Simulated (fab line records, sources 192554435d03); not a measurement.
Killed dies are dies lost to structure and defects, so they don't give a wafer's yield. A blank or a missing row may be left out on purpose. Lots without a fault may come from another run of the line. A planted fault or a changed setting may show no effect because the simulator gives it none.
Chamber matching | flow n5_finfet | N5_HKMG_FIN_ETCH_86 on rie_diel-02: 4 sister chambers
The step etches SOC in N2/H2, stops on TiN, target depth 393.2 nm. 16 wafers are shown with their chamber, then 8 later ones without.

WAFERS WITH THEIR CHAMBER
wafer  | chamber | showerhead_plenum_p_Torr (Torr) | drypump_motor_current_A (A) | throttle_valve_pct (%)
L078.1 | 1       | 2.56                            | 5.2                         | 17.78
L078.2 | 2       | 2.71                            | 5.8                         | 17.90
L078.4 | 3       | 2.63                            | 4.9                         | 17.95
L079.1 | 1       | 2.56                            | 5.2                         | 17.81
L079.3 | 3       | 2.63                            | 4.9                         | 17.96
L079.6 | 3       | 2.63                            | 4.8                         | 17.94
L081.1 | 0       | 2.44                            | 6.1                         | 17.74
L081.4 | 3       | 2.63                            | 4.9                         | 17.96
L081.6 | 0       | 2.44                            | 6.2                         | 17.74
L084.4 | 3       | 2.63                            | 4.9                         | 17.96
L084.5 | 3       | 2.63                            | 4.9                         | 17.98
L084.6 | 0       | 2.44                            | 6.1                         | 17.76
L086.1 | 3       | 2.62                            | 4.9                         | 17.97
L086.3 | 2       | 2.70                            | 5.8                         | 17.93
L086.5 | 2       | 2.70                            | 5.8                         | 17.94
L089.1 | 3       | 2.62                            | 4.9                         | 17.97

SIGNATURES (means of the wafers above)
reading                  | chamber 0 | chamber 1 | chamber 2 | chamber 3 | scatter within a chamber
showerhead_plenum_p_Torr | 2.4400    | 2.5600    | 2.7033    | 2.6275    | 0.00425
drypump_motor_current_A  | 6.133     | 5.200     | 5.800     | 4.888     | 0.0358
throttle_valve_pct       | 17.7467   | 17.7950   | 17.9233   | 17.9612   | 0.0149
Rule: a wafer's distance from a chamber is the root of the sum, over the readings, of the square of ((its reading less the chamber's mean) divided by the reading's scatter). The wafer belongs to the nearest chamber; if the next one is less than 2 further off, it can't be placed. The scatter: the root of (the sum of the squares of (reading less its chamber's mean) over the shown wafers, divided by (wafers less chambers)).

WAFERS WITHOUT THEIR CHAMBER
wafer  | showerhead_plenum_p_Torr (Torr) | drypump_motor_current_A (A) | throttle_valve_pct (%)
L089.2 | 2.43                            | 6.1                         | 17.78
L089.6 | 2.43                            | 6.1                         | 17.78
L091.4 | 2.55                            | 5.2                         | 17.84
L091.5 | 2.62                            | 4.9                         | 17.99
L091.6 | 2.70                            | 5.8                         | 17.95
L097.2 | 2.69                            | 5.8                         | 17.98
L097.3 | 2.42                            | 6.1                         | 17.81
L097.5 | 2.69                            | 5.8                         | 17.98

WHICH CHAMBER EACH WENT THROUGH
wafer  | from the rows above | in truth
L089.2 | 0                   | 0
L089.6 | 0                   | 0
L091.4 | 1                   | 1
L091.5 | 3                   | 3
L091.6 | 2                   | 2
L097.2 | 2                   | 2
L097.3 | 0                   | 0
L097.5 | 2                   | 2
Placed correctly: 8 of 8. Can't be placed from these rows: 0. Placed wrongly: 0.
